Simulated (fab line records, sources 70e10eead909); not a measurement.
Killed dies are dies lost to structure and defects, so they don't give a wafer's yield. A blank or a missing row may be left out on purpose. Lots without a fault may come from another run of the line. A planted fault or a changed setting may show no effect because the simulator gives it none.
fab line records | flow nand_harc
record lots=7 wafers=21 last_day=24
route steps=1159 shown A_BONDPAD@1067 END@1159
lots that met no fault: from a run of the same line without faults
start_h: hours from the record's first day to the start of the lot's first wafer shown | wait_h: hours since the lot's step before | " the same as in the row above | L1.1+2: a row that stands for several wafers | - no value, or no start given | * or withheld: withheld | < > ~ a bound
route shown NAME@n: a module of which the file shows steps, and the number in the route of the first | usual: mean/standard deviation of fault-free wafers | same: alike in all rows | chamber/n: place in a boat | sites: the reading at each site | _std_site: their standard deviation | _edge_site: outer sites' mean less inner sites' | radius_mm: how far each site lies from the wafer's centre | mask NAME#n: copy n | behind: the tool/chamber that last shaped the wafer | hold: why the lot was held/for how many hours/how that ended | device: the transistor (n, p or np) that didn't switch | end of line: the same wafers' tests at the end of the route | a step without rows: its recipe alone | killed: dies lost to structure and defects at the first sort, not the wafer's yield | map: a wafer's dies, x killed, . not, _ none there
set.NAME: the setting as run; set.NAME@STEP: as run at that earlier step | model.NAME: the simulator's own value behind a step, which no gauge read
lots at some steps of the route; a table a step, a row a wafer
services: from which hour (start_h, from the record's first day; less than 0 if before it) a tool's chamber was out of use, for how many hours, and why
## steps
# step NHARC_A_BONDPAD_SOFTBAKE_04
# recipe temp_c=125 time_s=70
# step NHARC_A_BONDPAD_EBR_05
# step NHARC_A_BONDPAD_EXPOSE_06
# recipe na=0.55 dose_mj=36.99 mask_id=A_BPAD
# step NHARC_A_BONDPAD_PEB_07
# recipe peb_temp_c=128 peb_time_s=80
# step NHARC_A_BONDPAD_DEVELOP_08
# recipe time_s=50 dev_temp_c=22
# step NHARC_A_BONDPAD_CD_MEAS_09
# recipe target_cd_nm=500 landing_energy_ev=500
# usual cd_nm=501.2/2
# columns lot.wafer tool chamber start_h wait_h cd_nm
L936.2 cd_sem-03 0 421.32 - 504.5
L936.3 " 0 " " 503.7
L936.5 " 0 " " 501.5
L940.1 cd_sem-02 0 421.64 - 502.0
L940.2 " 0 " " 501.0
L940.6 " 0 " " 501.6
L937.2 cd_sem-01 0 423.39 - 502.2
L937.3 " 0 " " 502.5
L937.5 " 0 " " 502.5
L944.1 cd_sem-02 0 446.63 - 503.9
L944.2 " 0 " " 501.5
L944.6 " 0 " " 499.0
L943.2 cd_sem-03 0 447.81 - 501.8
L943.3 " 0 " " 501.2
L943.4 " 0 " " 501.8
L945.2 cd_sem-03 0 464.25 - 502.1
L945.3 " 0 " " 503.1
L945.6 " 0 " " 503.4
L957.1 cd_sem-02 0 532.51 - 498.1
L957.2 " 0 " " 498.2
L957.6 " 0 " " 498.2
# step NHARC_A_BONDPAD_OVL_MEAS_35
# usual overlay_x_nm=2/5.9 overlay_y_nm=0/6
# columns lot.wafer tool chamber start_h wait_h overlay_x_nm overlay_y_nm
L936.2 overlay-02 - 421.41 - 5 -4
L936.3 " - " " 4 -4
L936.5 " - " " 4 -4
L940.1 overlay-02 - 421.73 - 1 0
L940.2 " - " " 1 0
L940.6 " - " " 1 0
L937.2 overlay-02 - 423.48 - 9 11
L937.3 " - " " 9 11
L937.5 " - " " 9 10
L944.1 overlay-01 - 446.72 - 4 -10
L944.2 " - " " 4 -9
L944.6 " - " " 4 -9
L943.2 overlay-02 - 447.90 - -11 11
L943.3 " - " " -11 10
L943.4 " - " " -12 11
L945.2 overlay-02 - 464.34 - -7 -3
L945.3 " - " " -7 -3
L945.6 " - " " -7 -3
L957.1 overlay-02 - 532.60 - 4 -5
L957.2 " - " " 5 -4
L957.6 " - " " 4 -5
# step NHARC_A_BONDPAD_HARDBAKE_10
# recipe temp_c=118 time_s=65
# step NHARC_A_BONDPAD_DESCUM_11
# recipe time_s=3 o2_flow_sccm=200 ar_flow_sccm=0 bias_power_w=0 chemistry=O2
# usual drypump_motor_current_A=5.8/0.33 oes_product_au=1.003/0.0089 rf_vpp_V=57.6/0.75 showerhead_plenum_p_Torr=1.85/0.051 throttle_valve_pct=11.310/0.0085
# same bias_power_w=0
# columns lot.wafer tool chamber start_h wait_h drypump_motor_current_A oes_product_au rf_hours_counter_h rf_vpp_V showerhead_plenum_p_Torr throttle_valve_pct
L936.2 rie_diel-04 1 421.53 - 5.6 0.995 5 57.2 1.90 11.308
L936.3 " 0 " " 6.3 0.990 4 57.2 1.83 11.309
L936.5 " 2 " " 5.5 1.015 - 57.9 1.78 11.308
L940.1 rie_diel-04 3 421.87 - 5.9 1.001 5 57.9 1.86 11.311
L940.2 " 1 " " 5.5 0.998 5 58.0 1.90 11.305
L940.6 " 2 " " 5.5 0.999 - 57.3 1.78 11.332
L937.3 rie_diel-04 2 423.61 - 5.4 1.013 5 56.5 1.78 11.306
L937.2 " 0 " " 6.3 1.011 5 56.7 1.83 11.315
L937.5 " 2 " " 5.5 1.010 - 57.1 1.78 11.300
L944.2 rie_diel-04 0 446.84 - 6.3 0.996 6 58.8 1.83 11.307
L944.1 " 1 " " 5.6 0.997 6 57.7 1.90 11.309
L944.6 " 1 " " 5.6 0.994 - 57.5 1.90 11.313
L943.4 rie_diel-04 3 448.02 - 5.9 1.015 6 58.1 1.86 11.315
L943.2 " 1 " " 5.6 0.990 6 58.3 1.90 11.293
L943.3 " 2 " " 5.5 1.012 6 57.7 1.78 11.320
L945.3 rie_diel-04 2 464.47 - 5.5 1.017 7 58.2 1.78 11.312
L945.2 " 1 " " 5.6 0.986 7 56.2 1.90 11.296
L945.6 " 3 " " 6.0 1.007 - 57.9 1.86 11.325
L957.1 rie_diel-04 1 532.73 - 5.6 0.985 2 57.3 1.90 11.305
L957.2 " 2 " " 5.4 1.001 1 55.8 1.78 11.311
L957.6 " 2 " " 5.4 1.006 - 58.3 1.78 11.308
# step NHARC_A_BONDPAD_ETCH_34
# recipe target_depth_a=600 overetch_a=180 time_s=65.91 ion_energy_ev=200 n2_flow_sccm=150 h2_flow_sccm=150 ar_flow_sccm=0 rf_w=400 bias_w=150 chemistry=N2/H2
# usual drypump_motor_current_A=5.8/0.32 h2_flow_sccm=150.0/0.45 oes_product_au=1.001/0.0094 rf_vpp_V=428.8/1.8 showerhead_plenum_p_Torr=1.98/0.062 throttle_valve_pct=14.171/0.0092
# columns lot.wafer tool chamber start_h wait_h drypump_motor_current_A h2_flow_sccm oes_product_au rf_hours_counter_h rf_vpp_V showerhead_plenum_p_Torr throttle_valve_pct
L936.3 rie_diel-04 3 421.61 0.1 5.9 150.1 1.002 5 429.0 1.98 14.173
L936.2 " 0 " " 6.2 150.7 0.993 4 428.8 1.95 14.176
L936.5 " 3 " " 6.0 149.7 1.005 - 428.6 1.98 14.176
L940.1 rie_diel-04 2 422.04 0.2 5.5 150.3 1.010 5 426.2 1.89 14.170
L940.2 " 3 " " 6.0 149.8 1.003 5 428.2 1.98 14.153
L940.6 " 1 " " 5.6 150.4 0.987 - 430.1 2.02 14.163
L937.3 rie_diel-04 1 423.69 0.1 5.6 151.1 1.001 5 429.7 2.02 14.187
L937.2 " 0 " " 6.3 149.4 1.002 5 427.4 1.95 14.162
L937.5 " 1 " " 5.6 150.4 0.999 - 431.0 2.02 14.158
L944.1 rie_diel-04 1 446.93 0.1 5.6 150.0 1.001 6 430.1 2.02 14.173
L944.2 " 3 " " 6.0 149.8 1.013 6 429.2 1.98 14.178
L944.6 " 2 " " 5.4 150.8 1.016 - 426.0 1.89 14.171
L943.3 rie_diel-04 0 448.11 0.1 6.3 150.0 1.009 6 427.7 1.95 14.181
L943.2 " 2 " " 5.5 149.6 1.017 6 426.3 1.89 14.184
L943.4 " 3 " " 6.0 149.6 1.014 6 428.9 1.98 14.175
L945.2 rie_diel-04 3 464.56 0.1 6.0 150.3 1.001 7 428.8 1.98 14.176
L945.3 " 1 " " 5.6 150.0 0.988 7 431.4 2.02 14.161
L945.6 " 2 " " 5.5 149.5 1.005 - 426.6 1.89 14.167
L957.2 rie_diel-04 2 532.83 0.1 5.5 150.0 1.009 1 426.4 1.89 14.175
L957.1 " 3 " " 5.9 150.4 1.004 2 429.6 1.98 14.181
L957.6 " 1 " " 5.6 150.9 0.987 - 428.8 2.02 14.171
# step NHARC_A_BONDPAD_ETCH_12
# recipe target_depth_a=2200 time_s=110 chf3_flow_sccm=50 o2_flow_sccm=10 ar_flow_sccm=200 rf_w=500 bias_w=200 chemistry=CHF3/O2
# usual drypump_motor_current_A=5.8/0.32 oes_product_au=0.948/0.022 rf_vpp_V=369.2/1.8 showerhead_plenum_p_Torr=2.33/0.067 throttle_valve_pct=20.571/0.0081
# columns lot.wafer tool chamber start_h wait_h drypump_motor_current_A oes_product_au rf_hours_counter_h rf_vpp_V showerhead_plenum_p_Torr throttle_valve_pct
L936.2 rie_diel-04 3 - - 5.9 0.975 5 369.8 2.34 20.570
L936.3 " 0 " " 6.3 0.966 5 368.5 2.30 20.569
L936.5 " 1 " " 5.6 0.963 - 369.4 2.38 20.583
L940.2 rie_diel-04 0 - - 6.3 0.945 5 369.4 2.30 20.572
L940.1 " 1 " " 5.6 0.946 5 370.3 2.39 20.567
L940.6 " 0 " " 6.3 0.965 - 368.9 2.30 20.581
L937.3 rie_diel-04 0 - - 6.3 0.915 5 368.8 2.30 20.575
L937.2 " 2 " " 5.5 0.927 5 367.8 2.24 20.578
L937.5 " 3 " " 6.0 0.913 - 369.7 2.34 20.564
L944.1 rie_diel-04 2 - - 5.4 0.984 6 367.6 2.24 20.556
L944.2 " 0 " " 6.3 0.947 6 368.8 2.30 20.567
L944.6 " 2 " " 5.5 0.972 - 365.8 2.24 20.561
L943.2 rie_diel-04 1 - - 5.6 0.920 6 369.4 2.38 20.566
L943.3 " 2 " " 5.4 0.927 6 368.1 2.24 20.594
L943.4 " 3 " " 6.0 0.941 6 368.0 2.34 20.573
L945.2 rie_diel-04 0 - - 6.3 0.970 7 369.7 2.30 20.572
L945.3 " 1 " " 5.6 0.961 7 370.3 2.38 20.568
L945.6 " 2 " " 5.5 0.963 - 367.9 2.24 20.550
L957.2 rie_diel-04 3 - - 6.0 0.967 2 369.0 2.34 20.572
L957.1 " 1 " " 5.6 0.953 2 370.7 2.38 20.574
L957.6 " 1 " " 5.6 0.935 - 371.6 2.38 20.575
# step NHARC_A_BONDPAD_CD_MEAS_13
# usual cd_nm=501.0/2.2
# columns lot.wafer tool chamber start_h wait_h cd_nm
L936.2 cd_sem-02 - 421.85 - 504.9
L936.3 " - " " 503.9
L936.5 " - " " 501.5
L940.1 cd_sem-01 - 422.27 - 501.9
L940.2 " - " " 501.2
L940.6 " - " " 502.5
L937.2 cd_sem-01 - 423.92 - 502.2
L937.3 " - " " 503.0
L937.5 " - " " 503.1
L944.1 cd_sem-01 - 447.16 - 505.6
L944.2 " - " " 500.9
L944.6 " - " " 501.2
L943.2 cd_sem-03 - 448.34 - 501.9
L943.3 " - " " 500.6
L943.4 " - " " 501.1
L945.2 cd_sem-02 - 464.79 - 504.1
L945.3 " - " " 503.7
L945.6 " - " " 504.6
L957.1 cd_sem-03 - 533.09 - 497.7
L957.2 " - " " 496.9
L957.6 " - " " 498.7
# step NHARC_A_BONDPAD_STRIP_15
# recipe o2_flow_sccm=500 ar_flow_sccm=0 bias_w=0 chemistry=O2
# usual chamber_pressure_mTorr=60.01/0.05 drypump_motor_current_A=5.7/0.35 oes_product_au=1.003/0.0079 rf_vpp_V=57.7/0.91 showerhead_plenum_p_Torr=3.47/0.14 throttle_valve_pct=17.036/0.0083
# columns lot.wafer tool chamber start_h wait_h chamber_pressure_mTorr drypump_motor_current_A oes_product_au rf_hours_counter_h rf_vpp_V showerhead_plenum_p_Torr throttle_valve_pct
L936.2 rie_diel-04 3 421.95 0.1 59.95 6.0 0.989 5 59.3 3.44 17.031
L936.3 " 0 " " 60.00 6.3 1.003 5 58.6 3.38 17.036
L936.5 " 2 " " 60.10 5.5 1.002 - 57.4 3.30 17.031
L940.2 rie_diel-04 3 422.34 0.1 60.08 6.0 1.000 5 55.9 3.44 17.037
L940.1 " 1 " " 60.08 5.6 1.000 5 56.8 3.50 17.028
L940.6 " 3 " " 60.05 6.0 0.999 - 57.8 3.44 17.031
L937.2 rie_diel-04 3 423.99 0.1 47.77 6.0 0.990 5 57.4 3.44 17.034
L937.3 " 0 " " 47.80 6.3 0.999 5 57.0 3.38 17.040
L937.5 " 3 " " 47.80 6.0 0.997 - 58.3 3.44 17.042
L944.1 rie_diel-04 2 447.24 0.1 47.85 5.4 1.019 6 57.1 3.30 17.019
L944.2 " 0 " " 47.83 6.3 0.996 6 57.0 3.38 17.044
L944.6 " 2 " " 47.79 5.5 1.010 - 56.4 3.30 17.019
L943.3 rie_diel-04 3 448.41 0.1 47.79 6.0 1.003 6 57.8 3.44 17.024
L943.2 " 0 " " 47.79 6.3 0.997 6 57.1 3.38 17.039
L943.4 " 2 " " 47.78 5.5 1.015 6 57.2 3.30 17.041
L945.2 rie_diel-11 3 464.86 0.1 59.97 5.6 1.006 18 58.5 3.73 17.044
L945.3 " 1 " " 59.91 5.8 1.007 19 56.9 3.64 17.032
L945.6 " 3 " " 59.97 5.6 1.006 - 56.0 3.73 17.049
L957.1 rie_diel-11 3 533.16 0.1 59.98 5.5 1.006 31 57.9 3.73 17.029
L957.2 " 1 " " 60.05 5.7 1.000 32 58.0 3.64 17.025
L957.6 " 0 " " 60.05 5.1 0.995 - 60.1 3.31 17.041
# step NHARC_A_BONDPAD_ETCH_24
# recipe target_depth_a=300 over_etch_frac=0.3 time_s=72.99 ion_energy_ev=150 cf4_flow_sccm=50 n2_flow_sccm=100 ar_flow_sccm=150 rf_w=300 bias_w=100 chemistry=CF4/N2
# usual drypump_motor_current_A=5.7/0.35 oes_product_au=1.002/0.008 rf_vpp_V=313.5/1.9 showerhead_plenum_p_Torr=2.58/0.11 throttle_valve_pct=19.794/0.0092
# columns lot.wafer tool chamber start_h wait_h drypump_motor_current_A oes_product_au rf_hours_counter_h rf_vpp_V showerhead_plenum_p_Torr throttle_valve_pct
L936.3 rie_diel-04 2 - - 5.4 1.003 5 310.1 2.45 19.792
L936.2 " 3 " " 6.0 0.999 5 313.3 2.56 19.793
L936.5 " 2 " " 5.4 1.016 - 310.9 2.45 19.794
L940.2 rie_diel-04 0 - - 6.3 0.989 5 311.7 2.52 19.787
L940.1 " 1 " " 5.6 0.995 5 314.5 2.61 19.807
L940.6 " 3 " " 6.0 0.997 - 313.5 2.56 19.803
L937.2 rie_diel-04 1 - - 5.6 0.996 5 313.3 2.61 19.806
L937.3 " 2 " " 5.5 1.013 5 311.1 2.45 19.809
L937.5 " 2 " " 5.4 1.011 - 311.4 2.45 19.799
L944.1 rie_diel-04 0 - - 6.3 0.999 6 313.7 2.52 19.807
L944.2 " 1 " " 5.6 1.007 6 314.5 2.61 19.794
L944.6 " 3 " " 6.0 1.004 - 313.9 2.56 19.807
L943.3 rie_diel-04 2 - - 5.5 1.012 6 311.9 2.45 19.787
L943.4 " 3 " " 6.0 1.006 7 314.2 2.56 19.816
L943.2 " 1 " " 5.6 0.992 6 314.7 2.61 19.791
L945.3 rie_diel-11 3 - - 5.6 1.002 18 317.3 2.78 19.780
L945.2 " 2 " " 5.5 1.001 18 315.9 2.72 19.789
L945.6 " 3 " " 5.6 1.003 - 318.9 2.78 19.797
L957.1 rie_diel-11 0 - - 5.1 1.008 31 312.7 2.46 19.794
L957.2 " 2 " " 5.4 0.999 32 315.5 2.71 19.783
L957.6 " 3 " " 5.5 1.010 - 317.5 2.78 19.799
# step NHARC_END_SORT_01
# recipe temp_c=25
# usual killed_at_array=26/11 killed_at_other=0.6/1 killed_at_periphery=3.1/2.1 killed_dies=30/11 killed_open=3.4/1.8 killed_short=2.1/1.5
# same gross_dies=677
# columns lot.wafer tool chamber start_h wait_h killed_at_array killed_at_other killed_at_periphery killed_dies killed_open killed_short
L937.2 prober-01 0 465.99 2.8 6 3 5 14 1 4
L937.3 prober-01 0 466.80 3.1 14 1 2 17 5 2
L937.5 prober-01 0 468.42 3.7 10 0 5 15 4 0
L936.2 prober-01 0 473.79 2.8 36 0 2 38 7 2
L936.3 prober-01 0 474.60 3.1 28 0 2 30 1 4
L936.5 prober-01 0 476.23 3.7 28 0 3 31 2 0
L944.1 prober-01 0 486.65 2.5 69 1 3 73 3 2
L944.2 prober-01 0 487.46 2.8 90 1 5 96 5 3
L944.6 prober-01 0 490.70 4.0 95 2 4 101 2 2
L943.2 prober-02 0 487.46 2.8 76 0 2 78 6 1
L943.3 prober-02 0 488.28 3.1 62 0 3 65 6 1
L943.4 prober-02 0 489.10 3.5 90 0 1 91 1 0
# killed by level:class
L937.2 A_CHANNEL_HOLE_D1:chamber_film_flake=3 P_GATE:chamber_film_flake=2 THIN_TSV:chamber_film_flake=2 P_CONTACT:geometric_particle:short=1 P_M0:geometric_particle:short=1 A_CHANNEL_FILL_D1:geometric_particle:short=1 A_CONTACT:geometric_particle:short=1 A_M0:geometric_particle:open=1
L937.3 A_CONTACT:chamber_film_flake=5 A_SGD_CUT:geometric_particle:short=2 A_CONTACT:geometric_particle:open=2 P_CONTACT:geometric_particle:open=1 A_SGD_CUT:geometric_particle:open=1 A_M0:geometric_particle:open=1 P_STI:chamber_film_flake=1 A_STAIRCASE:chamber_film_flake=1
L937.5 A_CONTACT:geometric_particle:open=2 P_STI:chamber_film_flake=2 P_GATE:chamber_film_flake=2 A_WL_FILL:chamber_film_flake=2 A_CONTACT:chamber_film_flake=2 P_CONTACT:geometric_particle:open=1 A_CHANNEL_FILL_D1:geometric_particle:open=1 A_CHANNEL_HOLE_D1:chamber_film_flake=1
L936.2 A_SLIT:chamber_film_flake=14 A_CHANNEL_HOLE_D1:chamber_film_flake=8 A_CONTACT:geometric_particle:open=3 A_CONTACT:chamber_film_flake=3 A_STAIRCASE:chamber_film_flake=2 P_M0:geometric_particle:open=1 A_ONON_D1:geometric_particle:open=1 A_CHANNEL_HOLE_D1:geometric_particle:open=1
L936.3 A_SLIT:chamber_film_flake=13 A_CHANNEL_HOLE_D1:chamber_film_flake=7 A_WL_FILL:geometric_particle:short=2 A_M0:chamber_film_flake=2 P_M1:geometric_particle:short=1 A_SGD_CUT:geometric_particle:open=1 A_CONTACT:geometric_particle:short=1 P_STI:chamber_film_flake=1
L936.5 A_SLIT:chamber_film_flake=16 A_CHANNEL_HOLE_D1:chamber_film_flake=5 A_STAIRCASE:chamber_film_flake=3 A_CONTACT:chamber_film_flake=3 P_CONTACT:geometric_particle:open=1 P_M1:geometric_particle:open=1 P_STI:chamber_film_flake=1 A_WL_FILL:chamber_film_flake=1
L944.1 A_STAIRCASE:unspecified=55 A_CHANNEL_HOLE_D1:chamber_film_flake=9 P_M1:geometric_particle:open=2 A_ONON_D1:geometric_particle:short=1 A_CHANNEL_FILL_D1:geometric_particle:short=1 A_CONTACT:geometric_particle:open=1 P_CONTACT:chamber_film_flake=1 A_WL_FILL:chamber_film_flake=1
L943.2 A_STAIRCASE:unspecified=56 A_CHANNEL_HOLE_D1:chamber_film_flake=4 A_M0:geometric_particle:open=3 A_CHANNEL_FILL_D1:chamber_film_flake=3 A_WL_FILL:chamber_film_flake=3 A_CONTACT:chamber_film_flake=2 P_M0:geometric_particle:open=1 A_ONON_D1:geometric_particle:open=1
L944.2 A_STAIRCASE:unspecified=78 A_CHANNEL_HOLE_D1:chamber_film_flake=6 P_M0:geometric_particle:open=2 P_CONTACT:geometric_particle:short=1 P_CONTACT:geometric_particle:open=1 A_SOURCE_PLATE:geometric_particle:short=1 A_SGD_CUT:geometric_particle:short=1 A_CONTACT:geometric_particle:open=1
L943.3 A_STAIRCASE:unspecified=50 A_ZERO_WELL:chamber_film_flake=3 A_CONTACT:geometric_particle:open=2 P_GATE:chamber_film_flake=2 A_CHANNEL_HOLE_D1:chamber_film_flake=2 P_GATE:geometric_particle:open=1 A_WL_FILL:geometric_particle:short=1 A_WL_FILL:geometric_particle:open=1
L943.4 A_STAIRCASE:unspecified=78 A_CHANNEL_HOLE_D1:chamber_film_flake=5 A_CONTACT:chamber_film_flake=3 A_BLC:geometric_particle:open=1 P_GATE:chamber_film_flake=1 A_ZERO_WELL:chamber_film_flake=1 A_STAIRCASE:chamber_film_flake=1 A_SGD_CUT:chamber_film_flake=1
L944.6 A_STAIRCASE:unspecified=76 A_CHANNEL_HOLE_D1:chamber_film_flake=15 A_CONTACT:chamber_film_flake=2 THIN_TSV:chamber_film_flake=2 P_CONTACT:geometric_particle:short=1 P_M0:geometric_particle:open=1 A_CHANNEL_FILL_D1:geometric_particle:short=1 A_WL_FILL:geometric_particle:open=1
# map L937.3 (x killed, . not)
____________.____________
_________......._________
_______.x........._______
______.............______
_____..............._____
____.x...............____
____.................____
___...................___
___...................___
__.....................__
__...............x.....__
_.............x........._
_......................._
_......................._
_......................._
_....................x.._
........x................
.........................
.....x...................
..................x......
.........................
_.....................x._
_......................._
_.x....x................_
_......................._
_...x..................._
__.....x...............__
__.....................__
___...................___
___...................___
____......x..........____
____.......x.........____
_____..............._____
______.............______
_______..........x_______
_________.....x._________
____________.____________
# map L943.4 (x killed, . not)
____________.____________
_________......._________
_______..........._______
______.............______
_____.............x._____
____.................____
____...............x.____
___...........x..x....___
___...................___
__..................x..__
__....x................__
_......................._
_......................._
_......................._
_......................._
_......................._
.......x.........x.......
..............xxxxxx.....
..............xxxx.xx....
.............xxxxxxx.....
.............xxxxxxx.....
_.............xxxxxxxx.._
_............xxxxxxx...._
_...........xxxxxxxxx..._
_.......x...x.xxxxxx...._
_.............xxxxxx...._
__............xxxxxx.x.__
__............xxxxxx...__
___............xxxx..x___
___...................___
____.................____
____.................____
_____...........x..._____
______.............______
_______..........._______
_________......._________
____________.____________
## services
# columns tool chamber start_h hours kind
rie_diel-04 0 420.42 - clean
rie_diel-04 1 420.42 - clean
rie_diel-04 2 420.42 - clean
rie_diel-04 3 420.42 - clean
rie_diel-04 0 444.92 - clean
rie_diel-04 1 444.92 - clean
rie_diel-04 2 444.92 - clean
rie_diel-04 3 444.92 - clean
rie_diel-04 3 455.45 2.4 repair
rie_diel-04 - 465.92 9.0 pm
rie_diel-04 0 465.92 9.0 vent_cycle
rie_diel-04 1 465.92 9.0 vent_cycle
rie_diel-04 2 465.92 9.0 vent_cycle
rie_diel-04 3 465.92 9.0 vent_cycle
rie_diel-04 0 474.92 - clean
rie_diel-04 1 474.92 - clean
rie_diel-04 2 474.92 - clean
rie_diel-04 3 474.92 - clean
rie_diel-04 0 499.42 - clean
rie_diel-04 1 499.42 - clean
rie_diel-04 2 499.42 - clean
rie_diel-04 3 499.42 - clean
rie_diel-04 2 501.56 16.4 repair
rie_diel-04 0 529.91 6.0 repair
## key
first_sign step=NHARC_A_BONDPAD_STRIP_15 reading=chamber_pressure_mTorr direction=down sigmas=99+ usual=60.01 struck=47.80
effect step=NHARC_END_SORT_01 reading=killed_dies direction=up sigmas=2.8 usual=30 struck=61 wafers_moved=6
met_at NHARC_A_BONDPAD_STRIP_15
struck_wafers L937.2,L937.3,L937.5,L943.2,L943.3,L943.4,L944.1,L944.2,L944.6
tester_left_out L943,L944
onset_between 422.34 423.99
earlier_fault kind=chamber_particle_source tool=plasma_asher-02 chamber=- onset_h=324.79 steps=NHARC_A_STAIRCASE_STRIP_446 rate_per_visit_cm2=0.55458
fault kind=process_parameter_drift tool=rie_diel-04 chamber=- onset_h=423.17 steps=NHARC_A_BONDPAD_STRIP_15 channel=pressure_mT offset=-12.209 shape=step acts_in=these_recipes_only stated=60
# tester_left_out: of these lots the tester's yield and bins aren't shown, on N5 and GAA mostly nor the transistor test; their killed dies are dies lost to structure and defects alone, not to doping, threshold or leakage, so they don't give the yield
